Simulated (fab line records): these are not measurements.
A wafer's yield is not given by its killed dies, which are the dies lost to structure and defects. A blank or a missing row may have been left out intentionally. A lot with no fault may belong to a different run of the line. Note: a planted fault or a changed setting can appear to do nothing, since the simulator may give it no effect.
What tool caused it? | flow n5Finfet | 12 lots, 36 wafers sampled, at 2 steps of a route of 1938

## WHAT THE GAUGES SHOWED, per wafer
N5_SD_ACTIVATION_RS_MEAS_03: measures by four-point-probe.
lot  | measured    | on           | RS_SD_N (ohm/sq)
L075 | day 3 17:37 | filmMetro-01 | 22.0 21.9 22.0
L077 | day 4 04:37 | filmMetro-01 | 21.8 21.9 22.2
L079 | day 4 18:55 | filmMetro-02 | 21.5 21.5 21.5
L081 | day 5 02:41 | filmMetro-02 | 21.8 22.0 22.0
L083 | day 5 19:29 | filmMetro-02 | 21.7 21.9 21.5
L085 | day 6 06:37 | filmMetro-02 | 21.9 21.9 22.0
L087 | day 6 17:00 | filmMetro-01 | 22.0 22.3 22.1
L089 | day 7 03:06 | filmMetro-01 | 22.3 22.3 22.3
L091 | day 7 15:16 | filmMetro-01 | 22.1 21.9 22.2
L093 | day 8 04:39 | filmMetro-01 | 21.7 21.9 22.1
L095 | day 8 14:21 | filmMetro-02 | 22.2 22.3 22.4
L097 | day 9 04:24 | filmMetro-01 | 22.3 22.2 22.1

## TOOL THAT RAN EACH LOT (tool first, then ch and the chambers of the sampled wafers, then the start)
lot  | N5_SD_ACTIVATION_LSA_01
L075 | laserAnneal-02 ch 0, day 3 17:25
L077 | laserAnneal-02 ch 0, day 4 04:25
L079 | laserAnneal-02 ch 0, day 4 18:43
L081 | laserAnneal-02 ch 0, day 5 02:29
L083 | laserAnneal-02 ch 0, day 5 19:17
L085 | laserAnneal-02 ch 0, day 6 06:25
L087 | laserAnneal-02 ch 0, day 6 16:48
L089 | laserAnneal-02 ch 0, day 7 02:53
L091 | laserAnneal-02 ch 0, day 7 15:04
L093 | laserAnneal-01 ch 0, day 8 04:28
L095 | laserAnneal-02 ch 0, day 8 14:09
L097 | laserAnneal-02 ch 0, day 9 04:12
- N5_SD_ACTIVATION_LSA_01: time 0.0008 s.

## THE ANSWER, worked out from the rows above alone
Rule: the usual values come from the lots themselves. The widest of any qualifying gaps counts: lots, ordered by their means at a reading, are off when they make up no more than a third of the lots, leave a main group of 4 or more, and stand apart from it by 3 or more times the standard deviation of that group's means. A main group whose means are all the same, to the digits that the tables above print for the reading, isn't used. A lot without any number at a reading at which 4 lots or more have one is off too. Any other lot the step has rows for is counted as sound.
Nothing can be told from this: no lot is off at any reading shown.

## WHAT WAS PUT IN BY THE SIMULATOR
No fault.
